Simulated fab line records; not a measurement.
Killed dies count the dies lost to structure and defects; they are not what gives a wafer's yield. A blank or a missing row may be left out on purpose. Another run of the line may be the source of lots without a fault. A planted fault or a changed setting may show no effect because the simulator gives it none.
fab line records	flow n5_finfet
record lots=7	wafers=39
route steps=1938 shown PMOS_HMC_CHANNEL_EPI@64 FIN_SAQP@114 SD_EPI_N@288 SD_EPI_P@321 SD_ACTIVATION@330 MOL_CONTACT_COAG@559 BEOL_M6@1251 BEOL_M7@1329 BEOL_M12@1637
start_h: hours from the record's opening day to when the first of the lot's shown wafers began	wait_h: how many hours have passed since the lot's step before this one	" the same as in the row above	L1.1+2: several wafers, shown together as one row	- either no value or no given start	* or withheld: withheld	< > ~ a bound
route shown NAME@n: a module of which the file shows steps, and the number in the route of the first	usual: the fault-free wafers' mean and standard deviation	same: alike in all rows	chamber/n: place in a boat	sites: each site's reading	_std_site: their standard deviation	_edge_site: the outer-site mean with the inner-site mean subtracted	radius_mm: for every site, how far away it sits from the centre of the wafer	mask NAME#n: copy n	behind: tool/chamber where the wafer was last shaped	hold: the reason the lot was held/the length of the hold in hours/how it ended	device: the n, p or np transistor that did not switch	end of line: tests run on the same wafers once the route is complete	where a step has no rows: the recipe by itself	killed: dies lost to structure and defects at the first sort, not the wafer's yield	map: dies across one wafer; x = killed, . = not, _ = none there
set.NAME: the setting that was run; set.NAME@STEP: the one run at that earlier step	model.NAME: the simulator's own value behind a step, which no gauge read
lots run with intentionally changed settings; tables by step, rows by wafer
## steps
# step N5_PMOS_HMC_CHANNEL_EPI_DEVELOP_08
# recipe develop_time_s=30	developer=TMAH	resist=CAR-ArF-block	dev_temp_c=23	rinse_liquid=diw	dry=air_spin
lot.wafer	tool	chamber	start_h	wait_h	set.develop_time_s
L075.1+3+6	litho_track-05	0	-	-	30
L075.2+4+5	"	0	"	"	15.39
L076.1+2+5	litho_track-05	0	-	-	34.69
L076.3+4+6	"	0	"	"	30
L078.1+3+4	litho_track-01	0	-	-	44.17
L078.2+5+6	"	0	"	"	30
L082.1+5+6	litho_track-05	0	-	-	30
L082.2+3+4	"	0	"	"	36.17
L089.1+3+6	litho_track-04	0	-	-	44.86
L089.2+4+5	"	0	"	"	30
L092.1+3+5	litho_track-04	0	-	-	30
L093.1+4+6	litho_track-05	0	-	-	30
L093.2+3+5	"	0	"	"	25.46
# step N5_PMOS_HMC_CHANNEL_EPI_CD_MEAS_09
# recipe target_cd_nm=237.4	landing_energy_ev=500	detector=se_inlens
# usual cd_nm=237.6/0.94
lot.wafer	tool	chamber	start_h	wait_h	set.develop_time_s@PMOS_HMC_CHANNEL_EPI_DEVELOP_08	cd_nm
L075.1	cd_sem-03	0	23.47	-	30	238.7
L075.2	"	0	"	"	15.39	234.4
L075.3	"	0	"	"	30	239.1
L075.4	"	0	"	"	15.39	235.0
L075.5	"	0	"	"	15.39	235.2
L075.6	"	0	"	"	30	237.2
L076.1	cd_sem-02	0	29.92	-	34.69	240.0
L076.2	"	0	"	"	34.69	239.9
L076.3	"	0	"	"	30	238.5
L076.4	"	0	"	"	30	238.8
L076.5	"	0	"	"	34.69	238.8
L076.6	"	0	"	"	30	238.4
L078.1	cd_sem-01	0	41.60	-	44.17	240.1
L078.2	"	0	"	"	30	236.3
L078.3	"	0	"	"	44.17	239.2
L078.4	"	0	"	"	44.17	239.7
L078.5	"	0	"	"	30	236.8
L078.6	"	0	"	"	30	237.2
L082.1	cd_sem-02	0	65.22	-	30	237.6
L082.2	"	0	"	"	36.17	238.6
L082.3	"	0	"	"	36.17	238.2
L082.4	"	0	"	"	36.17	237.4
L082.5	"	0	"	"	30	237.8
L082.6	"	0	"	"	30	236.7
L089.1	cd_sem-02	0	107.73	-	44.86	240.9
L089.2	"	0	"	"	30	238.7
L089.3	"	0	"	"	44.86	241.2
L089.4	"	0	"	"	30	238.7
L089.5	"	0	"	"	30	237.8
L089.6	"	0	"	"	44.86	241.9
L092.1	cd_sem-01	0	125.34	-	30	238.3
L092.3	"	0	"	"	30	238.3
L092.5	"	0	"	"	30	238.8
L093.1	cd_sem-01	0	131.33	-	30	239.3
L093.2	"	0	"	"	25.46	237.0
L093.3	"	0	"	"	25.46	236.8
L093.4	"	0	"	"	30	237.6
L093.5	"	0	"	"	25.46	237.2
L093.6	"	0	"	"	30	236.5
# step N5_PMOS_HMC_CHANNEL_EPI_DESCUM_14
# recipe chemistry=O2	time_s=7.9	source_power_w=50	bias_power_w=20	pressure_mtorr=20	rf_frequency_hz=2.712e+07	temp_c=40	resist=CAR-ArF-block	o2_flow_sccm=225
lot.wafer	tool	chamber	start_h	wait_h	set.develop_time_s@PMOS_HMC_CHANNEL_EPI_DEVELOP_08	model.PMOS_HMC_CHANNEL_EPI.cd_nm
L075.1	rie_diel-02	0	23.56	0.0	30	239
L075.2	"	1	"	"	15.39	234
L075.3	"	3	"	"	30	238.6
L075.4+5	"	1,3	"	"	15.39	234.9
L075.6	"	0	"	"	30	237.1
L076.1	rie_diel-04	2	30.01	0.0	34.69	240.1
L076.2	"	3	"	"	34.69	239.8
L076.3	"	1	"	"	30	238.4
L076.4	"	0	"	"	30	238.9
L076.5	"	2	"	"	34.69	238.7
L076.6	"	3	"	"	30	238.2
L078.1	rie_diel-03	1	41.69	0.0	44.17	239.7
L078.2	"	0	"	"	30	236.3
L078.3	"	2	"	"	44.17	239.3
L078.4	"	3	"	"	44.17	239.8
L078.5	"	3	"	"	30	236.6
L078.6	"	2	"	"	30	236.9
L082.1+5	rie_diel-03	0,2	66.91	1.6	30	237.8
L082.2	"	2	"	"	36.17	238.6
L082.3	"	3	"	"	36.17	238.5
L082.4	"	3	"	"	36.17	237.5
L082.6	"	0	"	"	30	236.8
L089.1	rie_diel-04	1	107.82	0.0	44.86	241
L089.2	"	3	"	"	30	239.1
L089.3	"	2	"	"	44.86	241.1
L089.4	"	0	"	"	30	239
L089.5	"	3	"	"	30	237.6
L089.6	"	0	"	"	44.86	241.7
L092.1	rie_diel-02	1	125.55	0.1	30	238.3
L092.3	"	0	"	"	30	238.1
L092.5	"	2	"	"	30	238.7
L093.1	rie_diel-03	3	131.41	0.0	30	239.3
L093.2+3	"	2,1	"	"	25.46	236.9
L093.4	"	0	"	"	30	238
L093.5	"	0	"	"	25.46	237.3
L093.6	"	3	"	"	30	236.5
# step N5_PMOS_HMC_CHANNEL_EPI_ETCH_32
# recipe chemistry=N2/H2	target=BARC	stop_on=SiO2	target_depth_a=858	over_etch_frac=0.3	time_s=50.3	ion_energy_ev=200	mask_material=CAR-ArF-block	pressure_mtorr=30	source_w=840	bias_w=150	n2_flow_sccm=200	h2_flow_sccm=200
lot.wafer	tool	chamber	start_h	wait_h	set.develop_time_s@PMOS_HMC_CHANNEL_EPI_DEVELOP_08	model.PMOS_HMC_CHANNEL_EPI.cd_nm
L075.1	rie_diel-02	0	23.59	0.0	30	242.7
L075.2	"	1	"	"	15.39	237.2
L075.3	"	3	"	"	30	242
L075.4	"	1	"	"	15.39	238.2
L075.5	"	3	"	"	15.39	238.6
L075.6	"	0	"	"	30	240.9
L076.1	rie_diel-04	2	30.05	0.0	34.69	243.2
L076.2	"	3	"	"	34.69	243.4
L076.3	"	1	"	"	30	242
L076.4	"	0	"	"	30	241.4
L076.5	"	2	"	"	34.69	242.1
L076.6	"	3	"	"	30	241.8
L078.1	rie_diel-03	1	41.73	0.0	44.17	242.7
L078.2	"	0	"	"	30	239.2
L078.3	"	2	"	"	44.17	242.8
L078.4	"	3	"	"	44.17	242.6
L078.5	"	3	"	"	30	240
L078.6	"	2	"	"	30	240.5
L082.1	rie_diel-03	0	66.95	0.0	30	239.1
L082.2	"	2	"	"	36.17	241.1
L082.3	"	3	"	"	36.17	240.3
L082.4	"	3	"	"	36.17	238.9
L082.5	"	2	"	"	30	240.2
L082.6	"	0	"	"	30	238.4
L089.1	rie_diel-04	1	107.85	0.0	44.86	244.4
L089.2	"	3	"	"	30	242.6
L089.3	"	2	"	"	44.86	244.5
L089.4	"	0	"	"	30	241.6
L089.5	"	3	"	"	30	241.7
L089.6	"	0	"	"	44.86	243.9
L092.1	rie_diel-02	1	125.58	0.0	30	241
L092.3	"	0	"	"	30	241.4
L092.5	"	2	"	"	30	241.3
L093.1	rie_diel-03	3	131.45	0.0	30	242.3
L093.2	"	2	"	"	25.46	239.9
L093.3	"	1	"	"	25.46	239.1
L093.4	"	0	"	"	30	240.8
L093.5	"	0	"	"	25.46	240.2
L093.6	"	3	"	"	30	239.5
# step N5_FIN_SAQP_DESCUM_21
# recipe chemistry=O2	time_s=7.9	source_power_w=50	bias_power_w=20	pressure_mtorr=20	rf_frequency_hz=2.712e+07	temp_c=40	resist=CAR-ArF	o2_flow_sccm=225
lot.wafer	tool	chamber	start_h	wait_h	set.time_s	model.CAR-ArF_of_FIN_SAQP_COAT_10.thk_nm
L075.1	rie_diel-05	2	28.31	0.1	7.9	83.92
L075.2	"	1	"	"	7.9	83.81
L075.3	"	0	"	"	4.684	85.68
L075.4	"	1	"	"	4.684	85.67
L075.5	"	2	"	"	4.684	86.26
L075.6	"	0	"	"	7.9	84.18
L076.1	rie_diel-01	3	34.98	0.0	7.9	83.4
L076.2	"	2	"	"	5.879	84.56
L076.3	"	0	"	"	5.879	84.88
L076.4	"	1	"	"	7.9	83.64
L076.5	"	2	"	"	7.9	83.42
L076.6	"	3	"	"	5.879	84.63
L078.1	rie_diel-05	1	45.89	0.0	7.9	83.86
L078.2	"	0	"	"	7.9	83.44
L078.3	"	3	"	"	7.9	83.46
L078.4	"	2	"	"	7.9	83.81
L078.5	"	3	"	"	7.9	84.01
L078.6	"	0	"	"	7.9	83.28
L082.1	rie_diel-06	2	72.10	0.0	7.9	83.69
L082.2	"	1	"	"	7.9	83.65
L082.3	"	3	"	"	4.878	85.51
L082.4	"	0	"	"	4.878	85.32
L082.5	"	0	"	"	4.878	85.86
L082.6	"	3	"	"	7.9	83.76
L089.1	rie_diel-06	2	112.27	0.0	7.9	83.76
L089.2	"	1	"	"	7.9	83.87
L089.3	"	0	"	"	6.422	84.83
L089.4	"	3	"	"	6.422	84.52
L089.5	"	3	"	"	7.9	83.58
L089.6	"	2	"	"	6.422	84.72
L092.1	rie_diel-01	3	130.21	0.0	7.9	83.32
L092.3	"	1	"	"	7.9	83.27
L092.5	"	2	"	"	7.9	83.25
L093.1	rie_diel-05	2	136.10	0.1	7.9	83.63
L093.2	"	0	"	"	7.9	83.85
L093.3+6	"	1,2	"	"	7.9	83.67
L093.4	"	3	"	"	7.9	83.65
L093.5	"	1	"	"	7.9	83.5
# step N5_SD_EPI_N_EPI_21
# recipe material=Si:P	dopant=P	temp_c=680	pressure_torr=255	time_s=690
lot.wafer	tool	chamber	start_h	wait_h	set.epi_growth_time_s	model.Si-P_of_SD_EPI_N_EPI_21.thk_nm
L075.1+5	epi_rpcvd-04	0	57.46	0.1	690	58.6
L075.2	"	0	"	"	690	59
L075.3+6	"	0	"	"	690	59.4
L075.4	"	0	"	"	690	58.8
L076.1	epi_rpcvd-04	0	62.34	0.1	690	60
L076.2	"	0	"	"	690	60.2
L076.3	"	0	"	"	690	60.4
L076.4+6	"	0	"	"	690	59.4
L076.5	"	0	"	"	690	60.8
L078.1	epi_rpcvd-02	0	73.64	0.1	690	58.4
L078.2	"	0	"	"	690	58.6
L078.3	"	0	"	"	690	58.2
L078.4+6	"	0	"	"	356.4	32.2
L078.5	"	0	"	"	356.4	32.6
L082.1	epi_rpcvd-02	0	103.30	0.1	840.9	68.6
L082.2	"	0	"	"	690	59.8
L082.3+4	"	0	"	"	840.9	68.4
L082.5	"	0	"	"	690	60
L082.6	"	0	"	"	690	60.4
L089.1	epi_rpcvd-02	0	141.39	0.2	690	60.4
L089.2+4+6	"	0	"	"	690	59.6
L089.3	"	0	"	"	690	59.4
L089.5	"	0	"	"	690	60
L092.1	epi_rpcvd-02	0	158.01	0.1	690	58.8
L092.3	"	0	"	"	690	59.4
L092.5	"	0	"	"	690	59.2
L093.1+5	epi_rpcvd-04	0	165.29	0.1	690	59.6
L093.2	"	0	"	"	690	58.8
L093.3	"	0	"	"	454.2	42.4
L093.4	"	0	"	"	454.2	42.2
L093.6	"	0	"	"	454.2	42.6
# step N5_SD_EPI_N_EPI_MEAS_23
# recipe mode=xrd
# usual thk_nm=59.1/1.2
lot.wafer	tool	chamber	start_h	wait_h	set.epi_growth_time_s@SD_EPI_N_EPI_21	thk_nm
L075.1	film_metro-01	-	59.19	1.5	690	57.2
L075.2	"	-	"	"	690	60.8
L075.3	"	-	"	"	690	59.4
L075.4	"	-	"	"	690	58.3
L075.5	"	-	"	"	690	59.5
L075.6	"	-	"	"	690	61.1
L076.1	film_metro-01	-	64.06	1.4	690	60.8
L076.2	"	-	"	"	690	59.8
L076.3	"	-	"	"	690	63.5
L076.4	"	-	"	"	690	60.4
L076.5	"	-	"	"	690	60.8
L076.6	"	-	"	"	690	59.6
L078.1	film_metro-02	-	75.36	1.4	690	57.9
L078.2	"	-	"	"	690	59.6
L078.3	"	-	"	"	690	58.2
L078.4	"	-	"	"	356.4	32.7
L078.5	"	-	"	"	356.4	31.9
L078.6	"	-	"	"	356.4	31.4
L082.1	film_metro-02	-	105.02	1.4	840.9	70.8
L082.2	"	-	"	"	690	60.2
L082.3	"	-	"	"	840.9	68.9
L082.4	"	-	"	"	840.9	66.7
L082.5	"	-	"	"	690	58.8
L082.6	"	-	"	"	690	60.1
L089.1	film_metro-01	-	143.67	1.9	690	60.3
L089.2	"	-	"	"	690	60.8
L089.3	"	-	"	"	690	59.4
L089.4	"	-	"	"	690	61.6
L089.5	"	-	"	"	690	59.8
L089.6	"	-	"	"	690	57.8
L092.1	film_metro-02	-	159.72	1.4	690	58.8
L092.3	"	-	"	"	690	58.8
L092.5	"	-	"	"	690	59.0
L093.1	film_metro-01	-	167.00	1.4	690	60.0
L093.2	"	-	"	"	690	60.8
L093.3	"	-	"	"	454.2	41.7
L093.4	"	-	"	"	454.2	42.3
L093.5	"	-	"	"	690	59.4
L093.6	"	-	"	"	454.2	42.4
# step N5_SD_EPI_N_PRECLEAN_24
# recipe chemistry=O3/DIW	time_s=60	temp_c=22	o3_ppm=10
# step N5_SD_EPI_N_SRD_25
# recipe time_s=30	temp_c=23	rinse_liquid=diw	dry=ipa_marangoni
# step N5_SD_EPI_P_EPI_21
# recipe material=SiGe:B	dopant=B	temp_c=550	pressure_torr=20	ambient=H2	time_s=355
# step N5_SD_EPI_P_HM_STRIP_48
# recipe chemistry=H3PO4	temp_c=160	material=SiNx	target=SiNx	target_depth_a=30	overetch_fraction=0.3
lot.wafer	tool	chamber	start_h	wait_h	set.epi_growth_time_s@SD_EPI_N_EPI_21	model.Si-P_of_SD_EPI_N_EPI_21.thk_nm
L075.1	wet_bench-04	6	63.83	0.0	690	57.8
L075.2+4	"	7,2	"	"	690	58.2
L075.3+6	"	3,1	"	"	690	58.8
L075.5	"	0	"	"	690	58
L076.1	wet_bench-04	4	68.95	0.0	690	59.4
L076.2+3	"	7,3	"	"	690	59.6
L076.4+6	"	0,5	"	"	690	58.8
L076.5	"	6	"	"	690	60
L078.1	wet_bench-04	2	79.98	0.0	690	57.8
L078.2	"	4	"	"	690	58
L078.3	"	0	"	"	690	57.6
L078.4+6	"	7,3	"	"	356.4	31.8
L078.5	"	1	"	"	356.4	32.2
L082.1	wet_bench-01	0	109.82	0.0	840.9	67.8
L082.2	"	1	"	"	690	59
L082.3+4	"	7,5	"	"	840.9	67.6
L082.5	"	2	"	"	690	59.4
L082.6	"	6	"	"	690	59.6
L089.1	wet_bench-01	3	149.13	0.0	690	59.8
L089.2+4	"	0,7	"	"	690	59
L089.3+6	"	2,6	"	"	690	58.8
L089.5	"	1	"	"	690	59.4
L092.1	wet_bench-04	0	164.48	0.0	690	58
L092.3	"	4	"	"	690	58.6
L092.5	"	3	"	"	690	58.4
L093.1+5	wet_bench-01	4,1	171.63	0.0	690	59
L093.2	"	2	"	"	690	58.2
L093.3	"	0	"	"	454.2	42
L093.4	"	7	"	"	454.2	41.6
L093.6	"	3	"	"	454.2	42.2
# step N5_SD_EPI_P_SRD_49
# recipe dry=ipa_marangoni	time_s=30	temp_c=23	rinse_liquid=diw
# step N5_SD_EPI_P_PRECLEAN_24
# recipe chemistry=O3/DIW	time_s=45	temp_c=22	o3_ppm=10
# step N5_SD_ACTIVATION_RTA_00
# recipe temp_c=975	time_s=0	ambient=N2	idle_temp_c=600	ramp_up_c_per_s=150	ramp_down_c_per_s=60	cool_to_c=600
# step N5_SD_ACTIVATION_LSA_01
# recipe temp_c=1080	time_s=0.0008	ambient=N2
# step N5_SD_ACTIVATION_RS_MEAS_03
# recipe thk_meas_gauge=four-point-probe
# usual RS_SD_N=21.93/0.3	RS_SD_P=56.2/1
lot.wafer	tool	chamber	start_h	wait_h	set.epi_growth_time_s@SD_EPI_N_EPI_21	RS_SD_N[ohm/sq]	RS_SD_P[ohm/sq]
L075.1	film_metro-02	-	64.42	0.2	690	22.20	56.8
L075.2	"	-	"	"	690	22.23	56.6
L075.3	"	-	"	"	690	22.01	56.6
L075.4	"	-	"	"	690	22.10	56.3
L075.5	"	-	"	"	690	22.26	55.8
L075.6	"	-	"	"	690	21.89	56.4
L076.1	film_metro-02	-	69.69	0.2	690	21.60	56.5
L076.2	"	-	"	"	690	21.56	56.1
L076.3	"	-	"	"	690	21.30	55.9
L076.4	"	-	"	"	690	21.79	55.8
L076.5	"	-	"	"	690	21.40	55.9
L076.6	"	-	"	"	690	21.68	56.5
L078.1	film_metro-01	-	82.03	0.2	690	22.31	58.9
L078.2	"	-	"	"	690	21.89	59.5
L078.3	"	-	"	"	690	22.22	57.5
L078.4	"	-	"	"	356.4	40.07	57.3
L078.5	"	-	"	"	356.4	39.81	58.1
L078.6	"	-	"	"	356.4	40.38	58.5
L082.1	film_metro-02	-	110.39	0.2	840.9	18.80	56.6
L082.2	"	-	"	"	690	21.66	56.3
L082.3	"	-	"	"	840.9	18.87	57.2
L082.4	"	-	"	"	840.9	19.09	55.9
L082.5	"	-	"	"	690	21.45	56.1
L082.6	"	-	"	"	690	21.22	56.9
L089.1	film_metro-02	-	149.74	0.2	690	21.47	55.8
L089.2	"	-	"	"	690	21.78	55.8
L089.3	"	-	"	"	690	21.71	56.7
L089.4	"	-	"	"	690	21.75	55.5
L089.5	"	-	"	"	690	21.74	56.6
L089.6	"	-	"	"	690	21.66	55.6
L092.1	film_metro-02	-	165.05	0.2	690	21.83	57.5
L092.3	"	-	"	"	690	21.53	57.1
L092.5	"	-	"	"	690	21.70	55.6
L093.1	film_metro-02	-	172.19	0.2	690	21.91	55.3
L093.2	"	-	"	"	690	21.86	55.4
L093.3	"	-	"	"	454.2	30.40	55.3
L093.4	"	-	"	"	454.2	30.95	55.4
L093.5	"	-	"	"	690	21.84	55.9
L093.6	"	-	"	"	454.2	30.36	55.9
# step N5_MOL_CONTACT_COAG_ALD_27
# recipe material=SiOC	target_thk_a=170	temp_c=400	ald_precursor_family=carbosiloxane	ald_co_reactant=H2-plasma	pulse_time_s=1.5	time_s=2720	purge_time_s=2	co_reactant_purge_time_s=2	ald_cycles=340	pressure_torr=2
lot.wafer	tool	chamber	start_h	wait_h	set.time_s	model.SiOC_of_MOL_CONTACT_COAG_ALD_27.thk_nm
L075.1	ald_sin-04	3	101.09	0.7	1663	10.2
L075.2+4+6	"	1,1,2	"	"	2720	17
L075.3+5	"	2,3	"	"	1663	10.4
L076.1+3	ald_sin-02	1,0	110.63	0.0	2720	17
L076.2	"	3	"	"	2720	17.2
L076.4+5	"	2,0	"	"	1589	10
L076.6	"	1	"	"	1589	9.8
L078.1+3+6	ald_sin-01	0,2,0	116.65	0.0	2720	17
L078.2+5	"	3	"	"	3918	17
L078.4	"	1	"	"	3918	17.2
L082.1	ald_sin-04	1	147.26	0.0	1628	10
L082.2+3	"	0,3	"	"	1628	10.2
L082.4+5+6	"	2,0,3	"	"	2720	17
L089.1+4+5	ald_sin-01	2,1,2	190.41	1.3	4135	17
L089.2+3+6	"	3,0,1	"	"	2720	17
L092.1+3+5	ald_sin-02	1,3,2	200.82	0.0	2720	17
L093.1	ald_sin-04	2	211.41	0.0	2720	17
L093.2+4+5	"	1,3,1	"	"	3858	17
L093.3+6	"	0	"	"	2720	16.8
# step N5_BEOL_M6_ALD_77
# recipe material=TaN	target_thk_a=20	temp_c=275	ald_precursor_family=PDMAT	ald_co_reactant=NH3	pressure_torr=3	carrier_flow_sccm=1500	pulse_time_s=2	purge_time_s=3	co_reactant_purge_time_s=2	co_reactant_pulse_time_s=3	ald_cycles=40	precursor_vessel_temp_c=75	precursor_vessel_pressure_torr=26.25	precursor_vessel_carrier_sccm=1000
lot.wafer	tool	chamber	start_h	wait_h	set.ald_cycles	model.TaN_of_BEOL_M6_ALD_77.thk_nm
L075.1+5+6	ald_metal-03	2,2,1	194.55	0.0	27	1.4
L075.2+3+4	"	0,3,1	"	"	40	2
L076.1+4+5	ald_metal-03	3,0,0	211.18	0.0	49	2.4
L076.2+3+6	"	1,2,3	"	"	40	2
L078.1+2+3+4+5+6	ald_metal-03	0,1,3,2,0,1	214.65	0.0	40	2
L082.1+2+3+4+5+6	ald_metal-01	3,1,2,2,1,3	229.49	0.0	40	2
L089.1+3+6	ald_metal-01	3,1,0	285.52	0.0	40	2
L089.2+4+5	"	0,2,3	"	"	61	3
L092.1+3+5	ald_metal-04	3,2,1	297.39	0.0	40	2
L093.1+2+3+4+5+6	ald_metal-04	3,0,2,1,0,1	308.91	0.0	40	2
# step N5_BEOL_M7_DEP_56
# recipe material=SiCN	target_thk_a=100	temp_c=withheld	precursor=3MS/NH3	pressure_torr=3	rf_w=202	time_s=17.5
lot.wafer	tool	chamber	start_h	wait_h	set.target_thk_a	model.SiCN_of_BEOL_M7_DEP_56.thk_nm
L075.1+2+5+6	pecvd-03	1,0,0,1	203.64	0.0	100	10
L075.3+4	"	0,1	"	"	100	10.2
L076.1+2+5	pecvd-02	2,0,0	223.90	0.0	100	10
L076.3	"	1	"	"	156.5	15.4
L076.4+6	"	2,1	"	"	156.5	15.6
L078.1	pecvd-02	0	224.23	0.0	100	9.6
L078.2+3	"	2,1	"	"	132.1	12.8
L078.4	"	2	"	"	132.1	13
L078.5	"	1	"	"	100	9.8
L078.6	"	0	"	"	100	10
L082.1	pecvd-03	1	238.48	0.0	100	10
L082.2+3	"	0,2	"	"	150.6	15.2
L082.4+5	"	2,0	"	"	100	10.4
L082.6	"	1	"	"	150.6	15
L089.1+2+6	pecvd-01	2,0,2	299.37	0.0	100	10
L089.3	"	1	"	"	157.9	15.4
L089.4	"	0	"	"	157.9	15.8
L089.5	"	1	"	"	157.9	15.6
L092.1+3+5	pecvd-03	2	306.35	0.1	100	10.2
L093.1+2+3+6	pecvd-03	0,1,2,1	319.27	0.0	100	10
L093.4+5	"	2,0	"	"	100	10.2
# step N5_BEOL_M12_ETCH_68
# recipe chemistry=N2/H2	target=SOC	mask_material=SiARC	source_w=3000	bias_w=350	temp_c=40	time_s=285	ion_energy_ev=200	pressure_mtorr=30	n2_flow_sccm=200	h2_flow_sccm=200
lot.wafer	tool	chamber	start_h	wait_h	set.time_s	model.SiARC_of_BEOL_M12_COAT_66.thk_nm
L075.1+3	rie_diel-01	1,0	239.65	0.1	285	86
L075.2	"	2	"	"	285	86.8
L075.4	"	3	"	"	285	86.4
L075.5	"	3	"	"	285	86.2
L075.6	"	2	"	"	285	87
L076.1+5	rie_diel-05	2	259.64	0.1	285	85.8
L076.2	"	0	"	"	285	85.4
L076.3+4	"	1,3	"	"	285	85.6
L076.6	"	1	"	"	285	86.2
L078.1	rie_diel-06	3	262.43	0.1	285	85.8
L078.2+5	"	1,3	"	"	387.3	76.8
L078.3	"	0	"	"	387.3	76.4
L078.4	"	0	"	"	285	85.6
L078.6	"	1	"	"	285	85.4
L082.1	rie_diel-06	1	278.25	0.1	285	86
L082.2	"	0	"	"	285	85.4
L082.3+5	"	2,1	"	"	285	86.2
L082.4	"	3	"	"	285	85.6
L082.6	"	0	"	"	285	85.8
L089.1	rie_diel-06	3	334.09	0.1	440.1	73.8
L089.2+6	"	1,0	"	"	285	86
L089.3	"	0	"	"	285	86.2
L089.4	"	2	"	"	440.1	73
L089.5	"	3	"	"	440.1	74.2
L092.1	rie_diel-06	0	342.55	0.1	285	85
L092.3	"	2	"	"	285	85.6
L092.5	"	3	"	"	285	85.8
L093.1	rie_diel-05	2	357.88	0.1	285	84.8
L093.2	"	3	"	"	285	85.8
L093.3	"	0	"	"	368.7	78
L093.4	"	1	"	"	285	85.6
L093.5	"	2	"	"	368.7	77.4
L093.6	"	3	"	"	368.7	78.8
## key
split step=N5_PMOS_HMC_CHANNEL_EPI_DEVELOP_08	setting=develop_time_s	stated=30	by=wafer
response step=N5_PMOS_HMC_CHANNEL_EPI_CD_MEAS_09	reading=cd_nm	change=+0.062	per=1%	r=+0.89
response step=N5_PMOS_HMC_CHANNEL_EPI_DESCUM_14	reading=model.PMOS_HMC_CHANNEL_EPI.cd_nm	change=+0.0625	per=1%	r=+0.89
response step=N5_PMOS_HMC_CHANNEL_EPI_ETCH_32	reading=model.PMOS_HMC_CHANNEL_EPI.cd_nm	change=+0.0615	per=1%	r=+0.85
split step=N5_FIN_SAQP_DESCUM_21	setting=time_s	stated=7.9	by=wafer
response step=N5_FIN_SAQP_DESCUM_21	reading=model.CAR-ArF_of_FIN_SAQP_COAT_10.thk_nm	change=-0.0478	per=1%	r=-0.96
split step=N5_SD_EPI_N_EPI_21	setting=epi_growth_time_s	stated=690	by=wafer
response step=N5_SD_EPI_N_EPI_21	reading=model.Si-P_of_SD_EPI_N_EPI_21.thk_nm	change=+0.508	per=1%	r=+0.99
response step=N5_SD_EPI_N_EPI_MEAS_23	reading=thk_nm	change=*	per=1%	r=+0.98
response step=N5_SD_EPI_P_HM_STRIP_48	reading=model.Si-P_of_SD_EPI_N_EPI_21.thk_nm	change=+0.504	per=1%	r=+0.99
response step=N5_SD_ACTIVATION_RS_MEAS_03	reading=RS_SD_N	change=-0.306	per=1%	r=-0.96
split step=N5_MOL_CONTACT_COAG_ALD_27	setting=time_s	stated=2720	by=wafer
response step=N5_MOL_CONTACT_COAG_ALD_27	reading=model.SiOC_of_MOL_CONTACT_COAG_ALD_27.thk_nm	shape=bent	at_lowest=9.933	at_stated=16.99	at_highest=17
split step=N5_BEOL_M6_ALD_77	setting=ald_cycles	stated=40	by=wafer
response step=N5_BEOL_M6_ALD_77	reading=model.TaN_of_BEOL_M6_ALD_77.thk_nm	change=+0.0188	per=1%	r=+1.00
split step=N5_BEOL_M7_DEP_56	setting=target_thk_a	stated=100	by=wafer
response step=N5_BEOL_M7_DEP_56	reading=model.SiCN_of_BEOL_M7_DEP_56.thk_nm	change=+0.0968	per=1%	r=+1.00
split step=N5_BEOL_M12_ETCH_68	setting=time_s	stated=285	by=wafer
response step=N5_BEOL_M12_ETCH_68	reading=model.SiARC_of_BEOL_M12_COAT_66.thk_nm	change=-0.237	per=1%	r=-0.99
